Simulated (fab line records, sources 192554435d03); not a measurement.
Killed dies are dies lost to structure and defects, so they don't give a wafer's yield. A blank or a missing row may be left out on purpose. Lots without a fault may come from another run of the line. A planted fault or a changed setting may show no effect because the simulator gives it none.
Chamber matching | flow n5_finfet | N5_BEOL_M9_DESCUM_16 on rie_diel-02: 4 sister chambers
The step chemistry O2, time 7.9 s. 14 wafers are shown with their chamber, then 7 later ones without.

WAFERS WITH THEIR CHAMBER
wafer  | chamber | showerhead_plenum_p_Torr (Torr) | oes_product_au (a.u.) | drypump_motor_current_A (A)
L078.1 | 1       | 2.16                            | 0.70                  | 5.8
L078.2 | 3       | 2.23                            | 0.85                  | 5.4
L078.6 | 0       | 2.07                            | 0.72                  | 6.0
L081.2 | 2       | 2.09                            | 0.95                  | 5.7
L081.3 | 3       | 2.23                            | 0.86                  | 5.4
L081.5 | 2       | 2.09                            | 0.96                  | 5.7
L085.1 | 2       | 2.08                            | 0.94                  | 5.7
L085.2 | 3       | 2.22                            | 0.84                  | 5.4
L085.3 | 0       | 2.07                            | 0.71                  | 6.0
L085.4 | 1       | 2.15                            | 0.69                  | 5.9
L085.5 | 2       | 2.08                            | 0.94                  | 5.6
L085.6 | 3       | 2.22                            | 0.84                  | 5.4
L090.1 | 1       | 2.15                            | 0.68                  | 5.8
L090.2 | 0       | 2.07                            | 0.69                  | 6.0

SIGNATURES (means of the wafers above)
reading                  | chamber 0 | chamber 1 | chamber 2 | chamber 3 | scatter within a chamber
showerhead_plenum_p_Torr | 2.0700    | 2.1533    | 2.0850    | 2.2250    | 0.00516
oes_product_au           | 0.7067    | 0.6900    | 0.9475    | 0.8475    | 0.011
drypump_motor_current_A  | 6.000     | 5.833     | 5.675     | 5.400     | 0.0376
Rule: a wafer's distance from a chamber is the root of the sum, over the readings, of the square of ((its reading less the chamber's mean) divided by the reading's scatter). The wafer belongs to the nearest chamber; if the next one is less than 2 further off, it can't be placed. The scatter: the root of (the sum of the squares of (reading less its chamber's mean) over the shown wafers, divided by (wafers less chambers)).

WAFERS WITHOUT THEIR CHAMBER
wafer  | showerhead_plenum_p_Torr (Torr) | oes_product_au (a.u.) | drypump_motor_current_A (A)
L090.3 | 2.22                            | 0.82                  | 5.4
L090.4 | 2.08                            | 0.90                  | 5.6
L090.5 | 2.22                            | 0.82                  | 5.4
L090.6 | 2.07                            | 0.70                  | 6.0
L096.4 | 2.14                            | 0.67                  | 5.8
L096.5 | 2.21                            | 0.81                  | 5.4
L096.6 | 2.06                            | 0.68                  | 6.1

WHICH CHAMBER EACH WENT THROUGH
wafer  | from the rows above | in truth
L090.3 | 3                   | 3
L090.4 | 2                   | 2
L090.5 | 3                   | 3
L090.6 | 0                   | 0
L096.4 | 1                   | 1
L096.5 | 3                   | 3
L096.6 | 0                   | 0
Placed correctly: 7 of 7. Can't be placed from these rows: 0. Placed wrongly: 0.
